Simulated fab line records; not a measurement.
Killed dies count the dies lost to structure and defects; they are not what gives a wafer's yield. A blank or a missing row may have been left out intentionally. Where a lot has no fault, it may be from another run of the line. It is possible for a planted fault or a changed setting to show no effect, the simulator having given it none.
Split-lot study -- flow n5-finfet -- on a route of 1938 steps: 7 lots, 39 wafers read

## SPLIT DETAILS
At N5_MOL_CONTACT_COAG_ALD_133 (deposits SiO2, target thk 5 nm, pulse time 1 s, co reactant pulse time 1 s), the setting ald-cycles was moved away from the recipe's 35 on 12 of the 39 wafers read, by -34.3% to +48.6%. For the rest of the wafers, this setting stayed at what the recipe calls for.

The reading comes from the split's own step.

## THE READING
SiO2_of_MOL_CONTACT_COAG_ALD_133.thk-nm (the simulator's own value, which no gauge read), in nm, at N5_MOL_CONTACT_COAG_ALD_133 (deposits SiO2, target thk 5 nm, pulse time 1 s, co reactant pulse time 1 s). The file gives no usual value for it.

wafer,"tool, chamber at the split",ald-cycles as run,against the recipe,"SiO2_of_MOL_CONTACT_COAG_ALD_133.thk-nm, nm",against lot-mates on the recipe
L074.1,"ald-sin-03, 0,1,2,3,2,1",35,recipe,5,-
L074.2,"ald-sin-03, 0,1,2,3,2,1",35,recipe,5,-
L074.3,"ald-sin-03, 0,1,2,3,2,1",35,recipe,5,-
L074.4,"ald-sin-03, 0,1,2,3,2,1",35,recipe,5,-
L074.5,"ald-sin-03, 0,1,2,3,2,1",35,recipe,5,-
L074.6,"ald-sin-03, 0,1,2,3,2,1",35,recipe,5,-
L077.1,"ald-sin-04, 3",47,+34.3%,6.6,+1.6
L077.2,"ald-sin-04, 2,0,1",35,recipe,5,-
L077.5,"ald-sin-04, 2,0,1",35,recipe,5,-
L077.6,"ald-sin-04, 2,0,1",35,recipe,5,-
L077.3,"ald-sin-04, 1,0",47,+34.3%,6.8,+1.8
L077.4,"ald-sin-04, 1,0",47,+34.3%,6.8,+1.8
L079.2,"ald-sin-01, 2,1,1",35,recipe,5,-
L079.4,"ald-sin-01, 2,1,1",35,recipe,5,-
L079.6,"ald-sin-01, 2,1,1",35,recipe,5,-
L085.1,"ald-sin-01, 1,3,2,0,0,1",35,recipe,5,-
L085.2,"ald-sin-01, 1,3,2,0,0,1",35,recipe,5,-
L085.3,"ald-sin-01, 1,3,2,0,0,1",35,recipe,5,-
L085.4,"ald-sin-01, 1,3,2,0,0,1",35,recipe,5,-
L085.5,"ald-sin-01, 1,3,2,0,0,1",35,recipe,5,-
L085.6,"ald-sin-01, 1,3,2,0,0,1",35,recipe,5,-
L090.1,"ald-sin-04, 0,3,2",52,+48.6%,7.4,+2.4
L090.2,"ald-sin-04, 0,3,2",52,+48.6%,7.4,+2.4
L090.3,"ald-sin-04, 0,3,2",52,+48.6%,7.4,+2.4
L090.4,"ald-sin-04, 0,3,2",35,recipe,5,-
L090.5,"ald-sin-04, 0,3,2",35,recipe,5,-
L090.6,"ald-sin-04, 0,3,2",35,recipe,5,-
L091.1,"ald-sin-01, 3,2,1",35,recipe,5,-
L091.3,"ald-sin-01, 3,2,1",35,recipe,5,-
L091.5,"ald-sin-01, 3,2,1",35,recipe,5,-
L091.2,"ald-sin-01, 0,1,2",27,-22.9%,3.8,-1.2
L091.4,"ald-sin-01, 0,1,2",27,-22.9%,3.8,-1.2
L091.6,"ald-sin-01, 0,1,2",27,-22.9%,3.8,-1.2
L093.1,"ald-sin-03, 2,2,1",23,-34.3%,3.4,-1.6
L093.5,"ald-sin-03, 2,2,1",23,-34.3%,3.4,-1.6
L093.6,"ald-sin-03, 2,2,1",23,-34.3%,3.4,-1.6
L093.2,"ald-sin-03, 3,0,1",35,recipe,5,-
L093.3,"ald-sin-03, 3,0,1",35,recipe,5,-
L093.4,"ald-sin-03, 3,0,1",35,recipe,5,-
Where a row lists several chambers, the file gives one row for several wafers and doesn't say which wafer went through which chamber.

THE FIT
A straight line over all 39 wafers: SiO2_of_MOL_CONTACT_COAG_ALD_133.thk-nm changes by +0.0493 nm for each +1% of ald-cycles; r = +1.00; the points scatter about the line by 0.044 nm.
The same after taking each lot's own level away (the mean of its wafers on the recipe; 39 wafers): +0.0493 nm for each +1%; r = +1.00; scatter 0.044 nm.
According to that fit, moving ald-cycles by its largest amount changes the reading by 2.4 nm.
The lots' own levels span 5.00 to 5.00 nm.
So the lot-to-lot level changes the slope little: the two slopes agree.
Check: with one of the wafers moved furthest among these (+48.6%) left out of the fit, the line predicts +2.4 nm for it against its lot-mates. It came out at +2.4 nm against them.

## FURTHER SPLITS ON THESE WAFERS
Before the reading, these wafers also passed through other splits. Each is held against what the fit with the lots' levels taken away leaves over:
other split on the same wafers,wafers away from the commonest value,r with SiO2_of_MOL_CONTACT_COAG_ALD_133.thk-nm (lot level and that fit taken away)
N5_DUMMY_GATE_ETCH_31 target-depth-a,15,+0.16
N5_GATE_CUT_ETCH_58 target-depth-a,15,+0.24

## THE FILE'S OWN FIT
SiO2_of_MOL_CONTACT_COAG_ALD_133.thk-nm changes by +0.0494 nm for each +1% of ald-cycles, r = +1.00.
